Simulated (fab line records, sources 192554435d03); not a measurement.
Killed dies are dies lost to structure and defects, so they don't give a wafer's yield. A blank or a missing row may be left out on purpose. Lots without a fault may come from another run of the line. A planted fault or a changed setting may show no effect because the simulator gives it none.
Split-lot experiment | flow n5_finfet | 7 lots, 21 wafers read, on a route of 1938 steps

THE SPLIT
At N5_SDB_ALD_29 (deposits SiNx, target thk 30 nm, pulse time 1 s, ald cycles 600), the setting ald_cycles was moved away from the recipe's 600 on 7 of the 21 wafers read, by -16.2% to +16.5%. The other wafers ran this setting at the recipe's value.

The reading is taken at the split's own step.

THE READING
SiNx_of_SDB_ALD_29.thk_nm (the simulator's own value, which no gauge read), in nm, at N5_SDB_ALD_29 (deposits SiNx, target thk 30 nm, pulse time 1 s, ald cycles 600). The file gives no usual value for it. The 14 wafers here that ran the recipe average 30.0 nm, standard deviation 0.091 nm.

wafer  | tool, chamber at the split | ald_cycles as run | against the recipe | SiNx_of_SDB_ALD_29.thk_nm, nm | against lot-mates on the recipe
L077.1 | ald_sin-01, 2              | 600               | recipe             | 30                            | -
L077.3 | ald_sin-01, 0              | 573               | -4.5%              | 28.8                          | -1.2
L077.5 | ald_sin-01, 0              | 573               | -4.5%              | 28.8                          | -1.2
L079.1 | ald_sin-01, 2              | 537               | -10.5%             | 27                            | -2.9
L079.2 | ald_sin-01, 0              | 600               | recipe             | 30                            | -
L079.4 | ald_sin-01, 0              | 600               | recipe             | 29.8                          | -
L083.4 | ald_sin-02, 2              | 699               | +16.5%             | 34.8                          | +4.9
L083.5 | ald_sin-02, 1              | 600               | recipe             | 30                            | -
L083.6 | ald_sin-02, 2              | 600               | recipe             | 29.8                          | -
L084.2 | ald_sin-04, 2              | 503               | -16.2%             | 25.4                          | -4.6
L084.3 | ald_sin-04, 0,2            | 600               | recipe             | 30                            | -
L084.5 | ald_sin-04, 0,2            | 600               | recipe             | 30                            | -
L086.2 | ald_sin-02, 2              | 600               | recipe             | 30                            | -
L086.4 | ald_sin-02, 1,2            | 695               | +15.8%             | 34.8                          | +4.8
L086.5 | ald_sin-02, 1,2            | 695               | +15.8%             | 34.8                          | +4.8
L087.1 | ald_sin-02, 0,3,0          | 600               | recipe             | 30                            | -
L087.3 | ald_sin-02, 0,3,0          | 600               | recipe             | 30                            | -
L087.6 | ald_sin-02, 0,3,0          | 600               | recipe             | 30                            | -
L094.1 | ald_sin-02, 1,2            | 600               | recipe             | 30                            | -
L094.6 | ald_sin-02, 1,2            | 600               | recipe             | 30                            | -
L094.2 | ald_sin-02, 0              | 600               | recipe             | 30.2                          | -
Where a row lists several chambers, the file gives one row for several wafers and doesn't say which wafer went through which chamber.

THE FIT
A straight line over all 21 wafers: SiNx_of_SDB_ALD_29.thk_nm changes by +0.293 nm for each +1% of ald_cycles; r = +1.00; the points scatter about the line by 0.11 nm.
The same after taking each lot's own level away (the mean of its wafers on the recipe; 21 wafers): +0.293 nm for each +1%; r = +1.00; scatter 0.091 nm.
On that fit, the largest move of ald_cycles shifts the reading by 4.8 nm.
The lots' own levels span 29.90 to 30.07 nm, that is 1.8 times the standard deviation above.
So the lot-to-lot level changes the slope little: the two slopes agree.
Check: with one of the wafers moved furthest among these (+16.5%) left out of the fit, the line predicts +4.88 nm for it against its lot-mates. It came out at +4.9 nm against them.

THE WHOLE CHAIN: every reading that the file lists as answering this split, in the file's order
step          | what it does                                                      | reading                                                                    | change (the file's fit)                                                          | r (the file's)
N5_SDB_ALD_29 | deposits SiNx, target thk 30 nm, pulse time 1 s, ald cycles 600   | SiNx_of_SDB_ALD_29.thk_nm (the simulator's own value, which no gauge read) | +0.292 nm for each +1% of the setting                                            | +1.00
N5_SDB_CMP_30 | polishes, stops on poly-Si, t overpolish 1.54 s, target thk 30 nm | SiNx_of_SDB_ALD_29.thk_nm (the simulator's own value, which no gauge read) | not straight: 25.4 at the lowest setting, 29.99 at the recipe, 31 at the highest | not given

THE FILE'S OWN FIT
SiNx_of_SDB_ALD_29.thk_nm changes by +0.292 nm for each +1% of ald_cycles, r = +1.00.
